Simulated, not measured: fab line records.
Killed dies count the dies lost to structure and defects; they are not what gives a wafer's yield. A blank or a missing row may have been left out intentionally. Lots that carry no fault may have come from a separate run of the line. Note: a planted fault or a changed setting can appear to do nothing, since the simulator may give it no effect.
What tool caused it? -- flow nand harc -- Sampling: 24 lots, 72 wafers, 6 of 1302 route steps

== WHAT THE GAUGES SHOWED, per wafer ==
The record holds no reading of a measuring or inspecting step that can be judged against a usual standard deviation.

== EACH LOT AND THE TOOL THAT RAN IT (in order: tool; ch and the chambers of the sampled wafers; start) ==
lot,NHARC_A_STAIRCASE_DESCUM_312,NHARC_A_STAIRCASE_ETCH_453,NHARC_A_STAIRCASE_ETCH_315,NHARC_A_STAIRCASE_ETCHBACK_416,NHARC_A_STAIRCASE_DEP_417,NHARC_A_STAIRCASE_STRIP_446
L074,"rie diel-04 ch 0,1,2, day 17 09:08","rie diel-04 ch 0,2, day 17 18:22 or earlier","rie diel-04 ch 0,1, day 17 18:22 or earlier","rie diel-09 ch 0,2, day 17 18:22","pecvd-02 ch 1,2, day 17 18:35","plasma asher-02 ch 0,1, day 19 10:38"
L075,"rie diel-01 ch 0,1,2, day 17 15:46","rie diel-01 ch 0,1,3, day 17 20:49 or earlier","rie diel-01 ch 1,2,3, day 17 20:49 or earlier","rie diel-09 ch 0,1,3, day 17 20:49 or earlier","pecvd-04 ch 0,2, day 17 20:49","plasma asher-02 ch 0,1, day 19 20:17"
L076,"rie diel-04 ch 1,2,3, day 17 19:34","rie diel-04 ch 1,2,3, day 17 23:45 or earlier","rie diel-04 ch 0,2,3, day 17 23:45 or earlier","rie diel-01 ch 0,1,2, day 17 23:45 or earlier","pecvd-02 ch 0,2, day 17 23:45","plasma asher-01 ch 0,1, day 19 20:02"
L078,"rie diel-04 ch 0,2, day 19 07:04","rie diel-04 ch 1,2,3, day 19 12:26 or earlier","rie diel-04 ch 0,1,2, day 19 12:26 or earlier","rie diel-04 ch 0,1,2, day 19 12:26 or earlier","pecvd-02 ch 0,1, day 19 12:26","plasma asher-01 ch 0,1, day 21 05:07"
L080,"rie diel-04 ch 0,2,3, day 19 14:55","rie diel-04 ch 0,1,3, day 19 19:02 or earlier","rie diel-04 ch 1,2,3, day 19 19:02 or earlier","rie diel-09 ch 0,2,3, day 19 19:02 or earlier","pecvd-02 ch 0,1,2, day 19 19:02","plasma asher-01 ch 0,1, day 21 12:46"
L079,"rie diel-04 ch 0,1,2, day 19 16:20","rie diel-04 ch 0,2,3, day 19 20:43 or earlier","rie diel-04 ch 0,1,2, day 19 20:43 or earlier","rie diel-04 ch 0,1,3, day 19 20:43 or earlier","pecvd-01 ch 0,1, day 19 20:43","plasma asher-02 ch 0,1, day 21 12:35"
L077,"rie diel-01 ch 0,1,2, day 19 22:21","rie diel-01 ch 1,2,3, day 20 02:55 or earlier","rie diel-01 ch 1,2,3, day 20 02:55 or earlier","rie diel-04 ch 0,1,2, day 20 02:55 or earlier","pecvd-01 ch 0,2, day 20 02:55","plasma asher-02 ch 0,1, day 21 21:59"
L082,"rie diel-09 ch 0,1, day 20 01:14","rie diel-09 ch 0,1,3, day 20 05:21 or earlier","rie diel-09 ch 0,1, day 20 05:21 or earlier","rie diel-09 ch 0,2,3, day 20 05:21 or earlier","pecvd-02 ch 0,1, day 20 05:21","plasma asher-01 ch 0,1, day 21 21:43"
L081,"rie diel-09 ch 2,3, day 20 05:57","rie diel-09 ch 0,2, day 20 10:09 or earlier","rie diel-09 ch 1,2,3, day 20 10:09 or earlier","rie diel-09 ch 1,3, day 20 10:09 or earlier","pecvd-01 ch 0,1,2, day 20 10:09","plasma asher-02 ch 0,1, day 22 04:05"
L083,"rie diel-01 ch 1,3, day 21 08:56","rie diel-01 ch 2,3, day 21 14:46 or earlier","rie diel-01 ch 1,2, day 21 14:46 or earlier","rie diel-09 ch 2,3, day 21 14:46 or earlier","pecvd-02 ch 0,1, day 21 14:46","plasma asher-01 ch 0,1, day 23 07:32"
L086,"rie diel-01 ch 0,1,2, day 21 11:00","rie diel-01 ch 0,2,3, day 21 16:23 or earlier","rie diel-01 ch 0,1,2, day 21 16:23 or earlier","rie diel-09 ch 0,2,3, day 21 16:23 or earlier","pecvd-02 ch 0,1,2, day 21 16:23","plasma asher-02 ch 0,1, day 23 07:37"
L084,"rie diel-04 ch 0,1,3, day 21 14:27","rie diel-04 ch 0,2,3, day 21 20:18 or earlier","rie diel-04 ch 1,2,3, day 21 20:18 or earlier","rie diel-09 ch 0,1,3, day 21 20:18 or earlier","pecvd-04 ch 1,2, day 21 20:18","plasma asher-02 ch 0,1, day 23 12:57"
L085,"rie diel-04 ch 1,2, day 21 15:47","rie diel-04 ch 1,2, day 21 20:40 or earlier","rie diel-04 ch 0,3, day 21 20:40 or earlier","rie diel-01 ch 0,1,3, day 21 20:40 or earlier","pecvd-04 ch 0,1, day 21 20:40","plasma asher-02 ch 0,1, day 23 15:51"
L087,"rie diel-09 ch 0,3, day 22 23:52","rie diel-09 ch 0,3, day 23 04:29 or earlier","rie diel-09 ch 0,3, day 23 04:29 or earlier","rie diel-04 ch 1,2,3, day 23 04:29 or earlier","pecvd-01 ch 0,1, day 23 04:29","plasma asher-02 ch 0,1, day 24 19:13"
L088,"rie diel-09 ch 0,1,3, day 23 07:03","rie diel-09 ch 0,1, day 23 12:10 or earlier","rie diel-09 ch 2,3, day 23 12:10 or earlier","rie diel-01 ch 0,1, day 23 12:10 or earlier","pecvd-01 ch 0,1,2, day 23 12:10","plasma asher-02 ch 0,1, day 25 08:43"
L089,"rie diel-01 ch 0,2,3, day 23 09:43","rie diel-01 ch 0,3, day 23 14:29 or earlier","rie diel-01 ch 0,3, day 23 14:29 or earlier","rie diel-01 ch 0,2, day 23 14:29 or earlier","pecvd-04 ch 0,1, day 23 14:29","plasma asher-01 ch 0, day 25 08:26"
L091,"rie diel-09 ch 1,2, day 23 17:20","rie diel-09 ch 0,1,3, day 23 21:31 or earlier","rie diel-09 ch 2,3, day 23 21:31 or earlier","rie diel-09 ch 0,3, day 23 21:31 or earlier","pecvd-02 ch 0,2, day 23 21:31","plasma asher-02 ch 0,1, day 25 15:29"
L090,"rie diel-01 ch 0,1,3, day 24 04:15","rie diel-01 ch 1,2,3, day 24 08:27 or earlier","rie diel-01 ch 1,3, day 24 08:27 or earlier","rie diel-04 ch 0,1, day 24 08:27 or earlier","pecvd-04 ch 1,2, day 24 08:27","plasma asher-01 ch 0,1, day 26 07:31"
L092,"rie diel-09 ch 1,2, day 24 21:46","rie diel-09 ch 0,1,2, day 25 01:54 or earlier","rie diel-09 ch 0,1,2, day 25 01:54 or earlier","rie diel-01 ch 0,3, day 25 01:54 or earlier","pecvd-02 ch 1,2, day 25 01:54","plasma asher-01 ch 0,1, day 26 18:02"
L093,"rie diel-09 ch 2,3, day 25 15:02","rie diel-09 ch 0,1,2, day 25 19:26 or earlier","rie diel-09 ch 1,2, day 25 19:26 or earlier","rie diel-09 ch 0,1, day 25 19:26 or earlier","pecvd-01 ch 0,1,2, day 25 19:26","plasma asher-01 ch 0,1, day 27 12:28"
L094,"rie diel-01 ch 0,2,3, day 26 05:20","rie diel-01 ch 1,2,3, day 26 09:28 or earlier","rie diel-01 ch 0,2,3, day 26 09:28 or earlier","rie diel-04 ch 0,1,2, day 26 09:28 or earlier","pecvd-02 ch 1,2, day 26 09:28","plasma asher-01 ch 0,1, day 28 02:13"
L096,"rie diel-04 ch 1,2,3, day 26 14:09","rie diel-04 ch 1,2,3, day 26 18:22 or earlier","rie diel-04 ch 1,2,3, day 26 18:22 or earlier","rie diel-04 ch 0,2,3, day 26 18:22 or earlier","pecvd-04 ch 0,1,2, day 26 18:22","plasma asher-01 ch 0,1, day 28 12:50"
L095,"rie diel-09 ch 1,3, day 26 18:10","rie diel-09 ch 0,2, day 26 22:19 or earlier","rie diel-09 ch 1,2,3, day 26 22:19 or earlier","rie diel-04 ch 1,3, day 26 22:19 or earlier","pecvd-04 ch 0,1,2, day 26 22:19","plasma asher-02 ch 0,1, day 28 13:35"
L097,"rie diel-01 ch 0,2,3, day 27 09:30","rie diel-01 ch 0,1,2, day 27 13:41 or earlier","rie diel-01 ch 1,2,3, day 27 13:41 or earlier","rie diel-01 ch 0,1,3, day 27 13:41 or earlier","pecvd-02 ch 0,1,2, day 27 13:41","plasma asher-02 ch 0,1, day 29 08:09"
- NHARC_A_STAIRCASE_DESCUM_312: chemistry O2, time 3 s.
- NHARC_A_STAIRCASE_ETCH_453: etches the open film in CF4/O2, target depth 30 nm, overetch 3 nm, time 16.5 s.
- NHARC_A_STAIRCASE_ETCH_315: etches the open film in C4F8/O2/Ar, target depth 2500 nm, time 607.1 s.
- NHARC_A_STAIRCASE_ETCHBACK_416: etches the open film in C4F8/O2/Ar, target depth 36 nm, time 7.2 s.
- NHARC_A_STAIRCASE_DEP_417: deposits Si3N4, target thk 60 nm.
- NHARC_A_STAIRCASE_STRIP_446: strips in O2.

== WHAT THE TOOLS THEMSELVES READ (means of the sampled wafers that have a number; where no wafer has one, the mark that the record gives instead) ==
NHARC_A_STAIRCASE_DESCUM_312. Usual: drypump motor current A 5.8 A, standard deviation 0.5; oes product au 1.001 a.u., standard deviation 0.01; rf vpp V 57.8 V, standard deviation 0.92; showerhead plenum p Torr 1.93 Torr, standard deviation 0.077; throttle valve pct 11.312 %, standard deviation 0.0084.
lot,tool,drypump motor current A (A),oes product au (a.u.),rf vpp V (V),showerhead plenum p Torr (Torr),throttle valve pct (%),flag
L074,rie diel-04,5.4,0.995,57.6,1.98,11.311,
L075,rie diel-01,5.7,0.995,57.0,2.00,11.309,
L076,rie diel-04,5.8,1.008,58.9,1.95,11.309,
L078,rie diel-04,5.5,1.004,57.2,1.95,11.310,
L080,rie diel-04,5.7,0.989,57.6,1.92,11.320,
L079,rie diel-04,5.4,1.005,58.5,1.97,11.309,
L077,rie diel-01,5.7,0.998,58.9,1.99,11.310,
L082,rie diel-09,6.5,0.992,58.3,1.90,11.310,
L081,rie diel-09,5.7,1.013,57.6,1.96,11.317,
L083,rie diel-01,5.7,0.998,57.4,1.85,11.315,
L086,rie diel-01,5.7,0.997,58.6,1.99,11.320,
L084,rie diel-04,5.7,0.995,58.5,1.94,11.317,
L085,rie diel-04,5.4,0.999,58.0,1.99,11.313,
L087,rie diel-09,6.0,1.008,56.9,1.86,11.310,
L088,rie diel-09,6.2,1.003,57.1,1.90,11.302,
L089,rie diel-01,5.9,0.999,57.6,1.93,11.315,
L091,rie diel-09,6.1,1.013,58.1,1.91,11.308,
L090,rie diel-01,5.5,0.997,58.1,1.93,11.314,
L092,rie diel-09,6.3,1.006,57.4,1.93,11.318,
L093,rie diel-09,5.7,1.014,58.2,1.95,11.315,
L094,rie diel-01,5.9,1.004,56.8,1.92,11.311,
L096,rie diel-04,5.8,0.986,58.2,1.93,11.304,
L095,rie diel-09,6.3,1.003,58.0,1.95,11.318,
L097,rie diel-01,5.9,0.999,57.6,1.92,11.308,

NHARC_A_STAIRCASE_ETCH_453. Usual: drypump motor current A 5.8 A, standard deviation 0.52; oes product au 1.003 a.u., standard deviation 0.009; rf fwd power W 294.6 W, standard deviation 1.5; rf vpp V 197.9 V, standard deviation 1.3; showerhead plenum p Torr 1.34 Torr, standard deviation 0.055; throttle valve pct 13.397 %, standard deviation 0.0094.
lot,tool,drypump motor current A (A),oes product au (a.u.),rf fwd power W (W),rf vpp V (V),showerhead plenum p Torr (Torr),throttle valve pct (%),flag
L074,rie diel-04,5.5,0.991,293.7,198.0,1.36,13.410,
L075,rie diel-01,5.5,1.004,295.2,197.5,1.36,13.393,
L076,rie diel-04,5.8,1.001,294.5,197.9,1.36,13.408,
L078,rie diel-04,5.8,1.000,293.9,198.7,1.36,13.391,
L080,rie diel-04,5.6,1.002,294.8,198.8,1.35,13.392,
L079,rie diel-04,5.7,0.990,294.5,197.5,1.34,13.399,
L077,rie diel-01,5.9,1.004,294.6,198.5,1.33,13.404,
L082,rie diel-09,6.2,1.002,293.9,197.9,1.33,13.403,
L081,rie diel-09,6.1,0.994,294.9,197.1,1.28,13.390,
L083,rie diel-01,6.4,1.007,293.4,198.6,1.33,13.402,
L086,rie diel-01,6.0,1.003,294.0,198.3,1.35,13.390,
L084,rie diel-04,5.8,0.994,294.7,197.1,1.33,13.393,
L085,rie diel-04,5.4,1.001,294.4,198.3,1.39,13.401,
L087,rie diel-09,5.8,1.005,294.6,197.6,1.34,13.377,
L088,rie diel-09,6.5,1.006,296.0,197.0,1.32,13.399,
L089,rie diel-01,5.7,1.007,295.6,197.1,1.31,13.399,
L091,rie diel-09,6.2,1.006,294.3,197.9,1.33,13.401,
L090,rie diel-01,5.9,0.998,294.9,197.3,1.33,13.395,
L092,rie diel-09,6.2,1.009,296.4,196.5,1.31,13.394,
L093,rie diel-09,6.2,1.010,295.9,197.8,1.31,13.397,
L094,rie diel-01,5.9,1.005,295.1,197.0,1.32,13.396,
L096,rie diel-04,5.8,0.993,295.2,197.9,1.35,13.393,
L095,rie diel-09,6.1,1.012,294.5,196.1,1.27,13.387,
L097,rie diel-01,5.6,0.991,293.4,198.9,1.38,13.392,

NHARC_A_STAIRCASE_ETCH_315. Usual: oes product au 0.933 a.u., standard deviation 0.0097; rf fwd power W 599.3 W, standard deviation 1.7; rf vpp V 1829 V, standard deviation 9.6.
lot,tool,oes product au (a.u.),rf fwd power W (W),rf vpp V (V),flag
L074,rie diel-04,0.928,598.7,1835,
L075,rie diel-01,0.939,598.1,1827,
L076,rie diel-04,0.927,598.8,1829,
L078,rie diel-04,0.924,598.4,1834,
L080,rie diel-04,0.934,600.3,1831,
L079,rie diel-04,0.936,597.3,1834,
L077,rie diel-01,0.925,600.0,1826,
L082,rie diel-09,0.930,599.8,1817,
L081,rie diel-09,0.940,598.8,1832,
L083,rie diel-01,0.921,599.0,1832,
L086,rie diel-01,0.938,597.5,1836,
L084,rie diel-04,0.929,599.5,1830,
L085,rie diel-04,0.935,598.4,1826,
L087,rie diel-09,0.939,599.9,1818,
L088,rie diel-09,0.941,600.3,1832,
L089,rie diel-01,0.931,600.4,1831,
L091,rie diel-09,0.949,599.4,1829,
L090,rie diel-01,0.920,600.0,1824,
L092,rie diel-09,0.932,601.1,1822,
L093,rie diel-09,0.936,598.0,1827,
L094,rie diel-01,0.940,598.7,1828,
L096,rie diel-04,0.928,599.4,1829,
L095,rie diel-09,0.942,597.7,1829,
L097,rie diel-01,0.928,600.7,1824,

NHARC_A_STAIRCASE_ETCHBACK_416. Usual: oes product au 0.938 a.u., standard deviation 0.027; rf fwd power W 586.9 W, standard deviation 2.2; rf vpp V 724 V, standard deviation 3.7.
lot,tool,oes product au (a.u.),rf fwd power W (W),rf vpp V (V),flag
L074,rie diel-09,0.934,587.1,722,
L075,rie diel-09,0.922,587.9,723,
L076,rie diel-01,1.005,585.9,727,
L078,rie diel-04,0.924,585.3,726,
L080,rie diel-09,0.934,586.4,723,
L079,rie diel-04,0.925,585.8,725,
L077,rie diel-04,0.921,585.3,726,
L082,rie diel-09,0.937,586.9,722,
L081,rie diel-09,0.931,585.9,727,
L083,rie diel-09,0.934,587.4,725,
L086,rie diel-09,0.932,587.6,723,
L084,rie diel-09,0.932,589.0,723,
L085,rie diel-01,0.935,585.8,724,
L087,rie diel-04,0.924,584.9,725,
L088,rie diel-01,0.932,585.4,728,
L089,rie diel-01,0.925,586.0,729,
L091,rie diel-09,0.952,586.7,724,
L090,rie diel-04,1.005,585.8,725,
L092,rie diel-01,1.004,586.8,725,
L093,rie diel-09,0.932,587.4,719,
L094,rie diel-04,0.915,585.6,725,
L096,rie diel-04,0.922,588.0,723,
L095,rie diel-04,0.910,588.8,726,
L097,rie diel-01,0.927,587.4,724,

NHARC_A_STAIRCASE_DEP_417. Usual: heater power w 746 W, standard deviation 120; rf fwd power W 448.9 W, standard deviation 1.4; showerhead vpp V 1318 V, standard deviation 54.
lot,tool,heater power w (W),rf fwd power W (W),showerhead vpp V (V),flag
L074,pecvd-02,755,449.7,1281,
L075,pecvd-04,714,448.7,1390,
L076,pecvd-02,880,449.8,1303,
L078,pecvd-02,761,448.7,1279,
L080,pecvd-02,808,448.4,1287,
L079,pecvd-01,715,448.4,1273,
L077,pecvd-01,717,448.1,1314,
L082,pecvd-02,734,448.2,1277,
L081,pecvd-01,750,448.4,1300,
L083,pecvd-02,715,448.2,1269,
L086,pecvd-02,780,449.7,1306,
L084,pecvd-04,640,450.1,1357,
L085,pecvd-04,770,449.3,1384,
L087,pecvd-01,671,448.6,1284,
L088,pecvd-01,789,449.4,1300,
L089,pecvd-04,682,449.9,1350,
L091,pecvd-02,854,450.4,1326,
L090,pecvd-04,675,447.8,1363,
L092,pecvd-02,686,447.2,1277,
L093,pecvd-01,776,449.5,1318,
L094,pecvd-02,718,448.1,1284,
L096,pecvd-04,698,449.7,1376,
L095,pecvd-04,672,447.4,1364,
L097,pecvd-02,773,448.9,1300,

NHARC_A_STAIRCASE_STRIP_446. Usual: drypump motor current A 5.6 A, standard deviation 0.34; heater power w 335 W, standard deviation 13.
lot,tool,drypump motor current A (A),heater power w (W),flag
L074,plasma asher-02,5.9,342,
L075,plasma asher-02,5.6,341,
L076,plasma asher-01,5.4,330,
L078,plasma asher-01,5.6,325,
L080,plasma asher-01,5.4,325,
L079,plasma asher-02,5.9,344,
L077,plasma asher-02,5.7,342,
L082,plasma asher-01,5.4,331,
L081,plasma asher-02,5.9,338,
L083,plasma asher-01,5.4,333,
L086,plasma asher-02,5.9,340,
L084,plasma asher-02,5.9,345,
L085,plasma asher-02,5.6,336,
L087,plasma asher-02,5.6,344,
L088,plasma asher-02,5.9,343,
L089,plasma asher-01,5.8,311,
L091,plasma asher-02,5.9,341,
L090,plasma asher-01,5.6,319,
L092,plasma asher-01,5.7,319,
L093,plasma asher-01,5.4,335,
L094,plasma asher-01,5.4,335,
L096,plasma asher-01,5.4,334,
L095,plasma asher-02,5.9,337,
L097,plasma asher-02,5.9,339,

== THE ANSWER, worked out from the rows above alone ==
Rule: take the mean of a lot's wafers that have a number; if it is more than 3 standard deviations from the usual mean, the lot is off. Also off: a lot with no number at a reading for which 4 or more lots have one. Any other lot the step has rows for is counted as sound. Order of review: gauges by route order, followed by the tools' own readings, for which a lot's mean as printed above is used. The first step at which some lot is off is used, and at that step the reading that is off furthest; a lot without a number counts as furthest.
Nothing can be told from this: no lot is off at any reading shown.

== WHAT HAD BEEN PUT IN BY THE SIMULATOR ==
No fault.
